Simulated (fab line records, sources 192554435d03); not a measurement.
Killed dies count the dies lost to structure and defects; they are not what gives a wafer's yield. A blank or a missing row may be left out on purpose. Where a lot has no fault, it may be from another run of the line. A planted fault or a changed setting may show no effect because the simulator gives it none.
A struck lot beside a sound one	flow n5_finfet	24 steps out of a route of 1938
Sound: the wafers L125.3, L125.4, L125.5. Struck: wafer L144.5. (L144.4 of the same lot was not struck and is left out.) The cause comes at the end.
At each step with rows: each side's tool, then ch and its chambers, then its first start. Under that, the readings that differ: sound wafers	struck wafers	difference of the means	sigmas: that difference in standard deviations of wafers without a fault.
alike: words and numbers the same on both sides, and readings whose means are apart by under 2 such deviations; not compared: readings that were withheld, readings missing a value for some wafer, numbers with overlapping values and no deviation given by the record, and bounds like >300 which may hide the same value.
Wherever a step has rows on one side only, a row that says differs or no value, or a row with sigmas, the two part there. When numbers do not overlap yet have no deviation, they are printed without sigmas and do not part them. A reading that every wafer of one side lacks parts them only if that side has two wafers or more.

first, 5 steps without rows for these wafers: N5_BEOL_M0_SAQP_EBR_10; N5_BEOL_M0_SAQP_SOFTBAKE_09 (time 60 s); N5_BEOL_M0_SAQP_EXPOSE_11 (exposes mask M0 CORE, target cd 42 nm); N5_BEOL_M0_SAQP_PEB_12 (peb time 60 s); N5_BEOL_M0_SAQP_DEVELOP_13 (develop time 30 s).
N5_BEOL_M0_SAQP_CD_MEAS_14: the cd target is 42.5 nm.
  sound on cd_sem-03 ch 0, day 5 21:47; struck on cd_sem-03 ch 0, day 10 11:26
  alike: cd_nm
N5_BEOL_M0_SAQP_OVL_MEAS_15:
  sound on overlay-02 ch 0, day 5 21:49; struck on overlay-01 ch 0, day 10 11:28
  alike: M0_CORE_OVL
N5_BEOL_M0_SAQP_INSPECT_16: inspects for defects (brightfield).
  sound on defect_inspect-02, day 5 21:50; struck on defect_inspect-01, day 10 11:29
  alike: raw_defect_count
then, 1 step without rows for these wafers: N5_BEOL_M0_SAQP_DESCUM_19 (chemistry O2, time 7.9 s).
N5_BEOL_M0_SAQP_ETCH_83: etches SiARC in CF4, target depth 39 nm, time 65 s.
  sound on rie_diel-05 ch 0,3, day 5 21:54; struck on rie_diel-06 ch 1, day 10 11:34
reading	sound	struck	difference	sigmas
drypump_motor_current_A (A)	5.3 5.1 5.1	6.6	+1.4	+3
  alike: etch_rf_on_time_s, oes_product_au, rf_vpp_V, showerhead_plenum_p_Torr, throttle_valve_pct
  not compared: rf_hours_counter_h
N5_BEOL_M0_SAQP_ETCH_84: etches SOC in N2/H2, target depth 100 nm, overetch 20 nm, time 150 s.
  sound on rie_diel-05 ch 0,3, day 5 21:57; struck on rie_diel-06 ch 1, day 10 11:37
reading	sound	struck	difference	sigmas
drypump_motor_current_A (A)	5.2 5.1 5.1	6.6	+1.5	+3
  alike: oes_product_au, rf_vpp_V, showerhead_plenum_p_Torr, throttle_valve_pct
  not compared: rf_hours_counter_h
then, 1 step without rows for these wafers: N5_BEOL_M0_SAQP_STRIP_80 (strips in N2/H2).
N5_BEOL_M0_SAQP_HM_OPEN_112: chemistry CHF3/O2, target SiO2, stops on a-Si, target depth 12 nm, time 13.5 s.
  sound on rie_diel-05 ch 0,3, day 5 22:04; struck on rie_diel-06 ch 1, day 10 11:43
reading	sound	struck	difference	sigmas
drypump_motor_current_A (A)	5.2 5.1 5.1	6.6	+1.5	+3
oes_product_au (a.u.)	0.56 0.46 0.46	0.40	-0.09	-2
over_etch_frac	1.25 1.25 1.25	1.8982	+0.6482	
model.SiARC_of_BEOL_M0_SAQP_COAT_82.thk_nm (nm)	4.8 5.6 5.4	0	-5	
  alike: rf_vpp_V, showerhead_plenum_p_Torr, throttle_valve_pct
  not compared: rf_hours_counter_h, model.a-Si_of_BEOL_M0_SAQP_PECVD_04.thk_nm
then, 1 step without rows for these wafers: N5_BEOL_M0_SAQP_STRIP_113 (strips in CHF3/O2).
N5_BEOL_M0_SAQP_MANDREL_ETCH_20: etches a-Si in HBr/Cl2, stops on SiNx, target depth 60 nm, bt time 10 s, time 30 s.
  sound on rie_si-01 ch 0,1,3, day 5 22:08; struck on rie_si-02 ch 2, day 10 11:48
reading	sound	struck	difference	sigmas
drypump_motor_current_A (A)	5.8 5.8 6.3	4.9	-1.1	-2
  alike: oes_product_au, throttle_valve_pct
  not compared: rf_hours_counter_h, model.etch.depth_nm
then, 3 steps without rows for these wafers: N5_BEOL_M0_SAQP_STRIP_86 (strips in N2/H2); N5_BEOL_M0_SAQP_STRIP_115 (strips in post etch residue remover, time 60 s); N5_BEOL_M0_SAQP_SRD_93 (time 30 s).
N5_BEOL_M0_SAQP_RECESS_114: chemistry HF/NH3, target SiO2, target depth 14.4 nm, afs cycles 3, sublimation time 60 s.
  sound on vapor_etch-01 ch 0,1, day 5 22:29; struck on vapor_etch-02 ch 0, day 10 12:09
  alike: drypump_motor_current_A
N5_BEOL_M0_SAQP_SPACER1_ALD_98: deposits SiO2, target thk 12.8 nm, pulse time 1 s, purge time 2 s.
  sound on ald_sin-01 ch 0,3, day 5 22:45; struck on ald_sin-02 ch 2, day 10 12:25
reading	sound	struck	difference	sigmas
heater_power_outer_w (W)	240 265 241	350	+101	+3
heater_power_w (W)	450 477 444	640	+183	+3
precursor_pulse_height_rel	1.016 1.028 0.982	1.059	+0.050	+3
  alike: susceptor_temp_C
  not compared: since_wet_clean_h
N5_BEOL_M0_SAQP_SPACER1_ETCHBACK_99: etches SiO2 in CHF3/O2, target depth 15.4 nm, time 7.7 s.
  sound on rie_diel-05 ch 0,2, day 5 23:14; struck on rie_diel-06 ch 2, day 10 12:53
  alike: drypump_motor_current_A, oes_product_au, rf_vpp_V, showerhead_plenum_p_Torr, throttle_valve_pct
  not compared: rf_hours_counter_h, model.a-Si_of_BEOL_M0_SAQP_PECVD_04.thk_nm
N5_BEOL_M0_SAQP_MANDREL1_REMOVE_100: chemistry HBr/Cl2/O2, target a-Si, stops on SiNx, bt time 10 s.
  sound on rie_si-01 ch 0,1,2, day 5 23:19; struck on rie_si-02 ch 3, day 10 12:58
reading	sound	struck	difference	sigmas
oes_product_au (a.u.)	1.024 1.019 0.991	0.961	-0.050	-3
  alike: drypump_motor_current_A, throttle_valve_pct
  not compared: rf_hours_counter_h
-- record jumps: 4 days separate the struck wafers' starts on either side; left off in module BEOL_M0_SAQP, taken up again in module BEOL_M4, whose first shown step is the route's number 1111 --
N5_BEOL_M4_RC_MEAS_101:
  sound on prober-02 ch 0, day 8 17:40; struck on prober-01 ch 0, day 14 07:03
  alike: DIBL_N, DIBL_P, IOFF_N, IOFF_P, ION_N, ION_P, SS_N, SS_P, VT_N, VT_P
N5_PASSIVATION_PROBE_49:
  the record has rows for the sound wafers here (prober-01, day 13 03:21) and none for the struck ones

WHERE THEY PART
Last at N5_PASSIVATION_PROBE_49 as far as this record goes, first at N5_BEOL_M0_SAQP_ETCH_83.

WHY: whatever the simulator had introduced
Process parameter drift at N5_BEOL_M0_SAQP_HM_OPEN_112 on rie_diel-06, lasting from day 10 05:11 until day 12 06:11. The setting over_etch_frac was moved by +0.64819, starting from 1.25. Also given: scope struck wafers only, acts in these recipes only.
